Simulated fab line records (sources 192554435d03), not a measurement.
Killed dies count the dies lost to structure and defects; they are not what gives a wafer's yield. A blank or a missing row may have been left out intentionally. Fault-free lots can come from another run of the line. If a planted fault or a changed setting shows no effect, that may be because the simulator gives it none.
A lot that was struck, set against a sound lot -- flow n5-finfet -- 14 steps out of a route of 1938
Sound: these wafers, L352.1, L352.2, L352.6. Wafers L356.1, L356.3, L356.5 were the ones struck. The cause is named last.
Each step with rows lists, per side, the tool, then ch with its chambers, then its first start. Under that, the readings that differ: sound wafers -- struck wafers -- difference of the means -- sigmas: that difference in standard deviations of wafers without a fault.
alike: readings with means less than 2 such deviations apart, plus words and numbers identical on both sides. not compared: withheld readings, readings lacking a value on some wafer, bounds such as >300 that could conceal the same value, and numbers that have no deviation in the record and whose values overlap.
A row with sigmas, a row that says differs or no value, or rows on one side alone: a step with any of these is where the two part. Numbers that have no deviation but don't overlap get no sigmas and don't part them. A reading missing from all wafers of one side parts the sides only when that side holds two or more wafers.

N5_BEOL_M0_SAQP_SPACER2_ALD_26: deposits SiO2, target thk 15 nm, pulse time 1 s, purge time 2 s.
  sound on ald-sin-01 ch 0,3, day 8 09:11; struck on ald-sin-03 ch 0,3, day 8 23:29
  alike: heater-power-outer-w, heater-power-w, precursor-pulse-height-rel
  not compared: since-wet-clean-h
N5_BEOL_M0_SAQP_SPACER2_ETCHBACK_27: etches SiO2 in CHF3/O2, target depth 22.5 nm, time 11.25 s.
  sound on rie-diel-05 ch 0,1, day 8 09:46; struck on rie-diel-05 ch 0,2, day 9 00:02
  alike: chamber-pressure-mTorr, drypump-motor-current-A, oes-product-au, rf-vpp-V, showerhead-plenum-p-Torr, throttle-valve-pct
  not compared: rf-hours-counter-h
N5_BEOL_M0_SAQP_MANDREL2_REMOVE_110: chemistry HBr/Cl2/O2, target a-Si, stops on SiCN, bt time 10 s.
  sound on rie-si-04 ch 1,2,3, day 8 09:51; struck on rie-si-01 ch 1,2,3, day 9 00:08
  alike: chamber-pressure-mTorr, drypump-motor-current-A, oes-product-au, throttle-valve-pct
  not compared: rf-hours-counter-h
N5_BEOL_M0_SAQP_CD_MEAS_29 targets a cd of 14.4 nm.
  sound on cd-sem-01 ch 0, day 8 09:58; struck on cd-sem-03 ch 0, day 9 00:14
  alike: cd-nm
then, 8 steps without rows for these wafers: N5_BEOL_M0_SAQP_COAT_69 (time 60 s, resist thk 90 nm); N5_BEOL_M0_SAQP_COAT_72 (time 60 s, resist thk 15 nm); N5_BEOL_M0_SAQP_COAT_87 (time 60 s, resist thk 5 nm); N5_BEOL_M0_SAQP_COAT_34 (resist thk 30 nm); N5_BEOL_M0_SAQP_EBR_36; N5_BEOL_M0_SAQP_SOFTBAKE_35 (time 60 s); N5_BEOL_M0_SAQP_EXPOSE_37 (exposes mask M0 CUT1, target cd 30 nm); N5_BEOL_M0_SAQP_PEB_38 (peb time 60 s).
N5_BEOL_M0_SAQP_DEVELOP_39: develop time 30 s.
  sound on litho-track-01 ch 0, day 8 10:12; struck on litho-track-01, day 9 00:29
  no value came back on the struck wafers for chill-plate-temp-C (C), develop-time-s (s); on the sound wafers chill-plate-temp-C (C) reads 23.07 23.09 23.11
reading,sound,struck,difference,sigmas
model.CAR-EUV_of_BEOL_M0_SAQP_COAT_34.thk-nm (nm),29.6 29.6 29.6,30 30 30,+0,
N5_BEOL_M0_SAQP_CD_MEAS_40 targets a cd of 30 nm.
  sound on cd-sem-01 ch 0, day 8 10:16; struck on cd-sem-01 ch 0, day 9 00:32
reading,sound,struck,difference,sigmas
cd-nm (nm),30.09 29.74 30.15,- - -,no value on the struck wafers,

== WHERE THEY PART ==
First at N5_BEOL_M0_SAQP_DEVELOP_39; last, within this record, at N5_BEOL_M0_SAQP_CD_MEAS_40.

WHY: what had been put in by the simulator
At N5_BEOL_M0_SAQP_DEVELOP_39, the step was skipped entirely on litho-track-01 from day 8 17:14 on. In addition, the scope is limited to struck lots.
